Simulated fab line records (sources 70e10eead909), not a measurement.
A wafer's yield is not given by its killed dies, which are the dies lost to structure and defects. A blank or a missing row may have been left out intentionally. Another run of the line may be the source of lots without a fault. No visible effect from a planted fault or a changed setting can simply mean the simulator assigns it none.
Matching of chambers ; flow nand_harc ; cmp-02 running NHARC_A_SGD_CUT_CMP_21: 4 sister chambers
The step polishes, target thk 148.19 nm. 4 wafers are shown with their chamber, then 9 later ones without.

== WAFERS WITH THEIR CHAMBER ==
wafer;chamber;motor_current_A (A)
L084.2;3;11.9
L084.4;0;13.7
L085.3;2;10.6
L085.5;1;11.8

== WAFERS WITHOUT THEIR CHAMBER ==
wafer;motor_current_A (A)
L089.1;10.8
L089.5;11.2
L089.6;13.4
L090.1;13.2
L090.2;11.3
L090.3;10.6
L094.1;12.0
L094.2;12.1
L094.5;11.5

== EACH ONE'S CHAMBER ==
wafer;from the rows above;in truth
L089.1;2;2
L089.5;can't be placed: 2 or 1 or 3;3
L089.6;0;0
L090.1;0;0
L090.2;can't be placed: 1 or 3 or 2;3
L090.3;2;2
L094.1;can't be placed: 3 or 1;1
L094.2;can't be placed: 3 or 1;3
L094.5;can't be placed: 1 or 3 or 2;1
4 of 9 placed correctly. Unplaceable from these rows: 5, with the true chamber sitting among the candidates in 5. 0 placed wrongly.
How it was worked out, from the rows above alone: a wafer's distance from a chamber is the root of the sum, over the readings, of the square of ((its reading less the chamber's mean) divided by the reading's scatter). If the next closest chamber is less than 2 further off than the closest, the wafer can't be placed; otherwise it belongs to the closest. A chamber's mean is the mean of its shown wafers. The scatter: with one shown wafer a chamber, the root of the mean of the squares of how far each hidden wafer lies from its nearest shown one.
